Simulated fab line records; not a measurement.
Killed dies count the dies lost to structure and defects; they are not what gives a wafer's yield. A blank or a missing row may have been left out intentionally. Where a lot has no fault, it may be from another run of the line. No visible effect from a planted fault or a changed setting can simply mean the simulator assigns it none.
A lot that was struck, set against a sound lot | flow nandHarc | 14 steps out of a route of 1159
Sound: these wafers, L303.3, L303.5, L303.6. Struck: wafers L289.3, L289.4, L289.6. The cause comes at the end.
Order at every step that has rows: each side's tool, ch and its chambers, its first start. Under that, the readings that differ: sound wafers | struck wafers | difference of the means | sigmas: that difference in standard deviations of wafers without a fault.
alike: readings whose means differ by less than 2 such deviations, and words and numbers that are the same on both sides. not compared: withheld readings, readings that some wafer has no value for, bounds like >300 that may hide the same value, and numbers for which the record gives no deviation and whose values overlap.
A row with sigmas, a row that says differs or no value, or rows on one side alone: a step with any of these is where the two part. When numbers do not overlap yet have no deviation, they are printed without sigmas and do not part them. A reading missing from all wafers of one side parts the sides only when that side holds two or more wafers.

first, 1 step without rows for these wafers: NHARC_A_BLC_DESCUM_15 (chemistry O2, time 3 s).
NHARC_A_BLC_ETCH_16: etches the open film in CF4, target depth 39 nm, time 65 s.
  sound on rieDiel-05 ch 0,3, day 21 10:59; struck on rieDiel-05 ch 0,1, day 17 13:16
  alike: drypumpMotorCurrentA, oesProductAu, rfVppV, showerheadPlenumPTorr, throttleValvePct
  not compared: rfHoursCounterH
then, 1 step without rows for these wafers: NHARC_A_BLC_ETCH_17 (etches the open film in N2/H2, target depth 390 nm, time 609.38 s).
NHARC_A_BLC_ETCH_18: etches the open film in C4F8/O2/Ar, target depth 910 nm.
  sound: rieDiel-05 ch 1,2; struck: rieDiel-05 ch 0,2,3
  alike: oesProductAu, rfVppV
  not compared: rfHoursCounterH
NHARC_A_BLC_CD_MEAS_19:
  sound on cdSem-03, day 21 11:52; struck on cdSem-03, day 17 14:12
  alike: cdNm
NHARC_A_BLC_STRIP_29: strips in CF4.
  sound on rieDiel-06 ch 1,2, day 21 11:57; struck on rieDiel-06 ch 1,2,3, day 17 14:16
  alike: drypumpMotorCurrentA, oesProductAu, rfVppV, showerheadPlenumPTorr, throttleValvePct
  not compared: rfHoursCounterH
NHARC_A_BLC_STRIP_21: strips in O2.
  sound on rieDiel-06 ch 1,2,3, day 21 12:04; struck on rieDiel-06 ch 0,1,2, day 17 14:23
  alike: drypumpMotorCurrentA, oesProductAu, rfVppV, showerheadPlenumPTorr, throttleValvePct
  not compared: rfHoursCounterH
then, 4 steps without rows for these wafers: NHARC_A_BLC_STRIP_22 (strips in post etch residue remover, time 600 s); NHARC_A_BLC_DEGAS_30 (time 60 s); NHARC_A_BLC_PRE_CLEAN_31 (time 15 s); NHARC_A_BLC_PVD_32 (deposits Ti, target thk 5 nm, time 17.7 s).
NHARC_A_BLC_ALD_23: deposits TiN, target thk 3 nm, pulse time 1 s, ald cycles 150.
  sound on aldMetal-03 ch 2,3, day 21 12:43; struck on aldMetal-03 ch 0,1, day 17 15:08
  alike: heaterPowerW, precursorPulseHeightRel
NHARC_A_BLC_CVD_24: deposits W, target thk 150 nm, time 434 s.
  sound on cvdW-01 ch 0,1, day 22 01:50; struck on cvdW-02 ch 0,1, day 18 02:36
  alike: heaterPowerW, throttleValvePct
NHARC_A_BLC_CMP_25: polishes, t overpolish 30 s, target thk 150 nm.
  sound on cmp-03 ch 0,1,3, day 22 02:17; struck on cmp-03 ch 0,1,2, day 18 03:05
reading             | sound          | struck         | difference | sigmas
timeToEndpointS (s) | 23.2 23.3 28.4 | 63.1 62.6 59.8 | +36.9      | +14
  alike: edgeZonePressureFrac, motorCurrentA, overpolishRunS

== WHERE THEY PART ==
Only at NHARC_A_BLC_CMP_25, within this record.

WHY: the cause the simulator had injected
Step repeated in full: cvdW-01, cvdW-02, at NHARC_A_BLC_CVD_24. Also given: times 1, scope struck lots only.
